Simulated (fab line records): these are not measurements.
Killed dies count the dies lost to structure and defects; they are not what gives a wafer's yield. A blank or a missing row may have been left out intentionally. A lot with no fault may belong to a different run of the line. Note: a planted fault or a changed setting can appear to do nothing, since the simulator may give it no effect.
A single fault, viewed from 2 desks / flow n5_finfet / what lay behind the numbers comes last; until then each desk has only its own

FOR THE TOOL OWNER'S DESK: rie_diel-04
The tool's own readings at N5_BEOL_M7_ETCH_66 (etches SOC in N2/H2, target depth 80 nm, overetch 16 nm, time 120 s): means of the sampled wafers that have a number, for each lot that ran on this tool. Any lot whose mean is over 4 standard deviations away from the usual mean is out of limits and marked OUT; that distance is given in the brackets.
Columns: A = drypump_motor_current_A at N5_BEOL_M7_ETCH_66, usual 5.5 A; B = h2_flow_sccm at N5_BEOL_M7_ETCH_66, usual 199.9 sccm; C = oes_product_au at N5_BEOL_M7_ETCH_66, usual 0.60 a.u.; D = rf_vpp_V at N5_BEOL_M7_ETCH_66, usual 524.6 V; E = run_length_s at N5_BEOL_M7_ETCH_66, usual 143.5 s; F = showerhead_plenum_p_Torr at N5_BEOL_M7_ETCH_66, usual 2.57 Torr; G = throttle_valve_pct at N5_BEOL_M7_ETCH_66, usual 17.76 %
lot=L365; first seen here=day 11 01:46; A=5.1; B=200.2; C=0.63; D=525.2; E=143.2; F=2.60; G=17.72
lot=L374; first seen here=day 13 07:10; A=5.3; B=200.1; C=0.62; D=525.6; E=143.3; F=2.60; G=17.74
lot=L373; first seen here=day 13 15:10; A=5.3; B=199.9; C=0.62; D=524.2; E=143.4; F=2.60; G=17.75
lot=L375; first seen here=day 13 15:34; A=5.1; B=199.8; C=0.64; D=527.4; E=140.9 (-6.3) OUT; F=2.68; G=17.60
lot=L378; first seen here=day 14 19:46; A=5.3; B=200.2; C=0.62; D=526.8; E=139.2 (-10) OUT; F=2.67; G=17.66
lot=L381; first seen here=day 15 01:35; A=5.3; B=200.3; C=0.62; D=523.4; E=136.2 (-18) OUT; F=2.54; G=17.90
This desk's verdict: out of limits on L375, L378, L381, starting with L375 at day 13 15:34 (run_length_s at N5_BEOL_M7_ETCH_66). Within limits: L365, L374, L373.

AT THE METROLOGY DESK
What the gauges read for every lot (on any tool): the sampled wafers with a number, averaged. Any lot whose mean is over 4 standard deviations away from the usual mean is out of limits and marked OUT; that distance is given in the brackets.
Columns: A = trench_depth_nm at N5_BEOL_M7_OCD_MEAS_38, usual 93.5 nm
lot=L361; first seen here=day 10 00:33; A=93.9
lot=L362; first seen here=day 10 04:48; A=94.1
lot=L365; first seen here=day 11 02:07; A=95.0
lot=L366; first seen here=day 11 13:22; A=93.6
lot=L371; first seen here=day 12 09:14; A=92.7
lot=L374; first seen here=day 13 07:32; A=93.8
lot=L373; first seen here=day 13 15:31; A=94.3
lot=L375; first seen here=day 13 15:55; A=92.8
lot=L376; first seen here=day 14 00:15; A=93.1
lot=L378; first seen here=day 14 20:07; A=94.8
lot=L381; first seen here=day 15 01:56; A=94.8
Result from this desk: across the 11 lots, nothing is out of limits.

BROUGHT TOGETHER
On L375, L378, L381, at day 13 15:34, an alarm was possible from the tool owner's desk.
At the metrology desk, nothing out of limits was observed.
The metrology desk has L375, L378, L381 on record, within its limits.
Of the lots named, all ran N5_BEOL_M7_ETCH_66 on rie_diel-04.

WHAT HAD BEEN PUT IN BY THE SIMULATOR
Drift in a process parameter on rie_diel-04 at N5_BEOL_M7_ETCH_66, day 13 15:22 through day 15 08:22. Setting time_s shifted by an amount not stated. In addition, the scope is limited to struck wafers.
Shown lots that were struck: L375, L378, L381.
Hours from the fault's start to each desk's first reading out of limits: the tool owner's desk, 0.
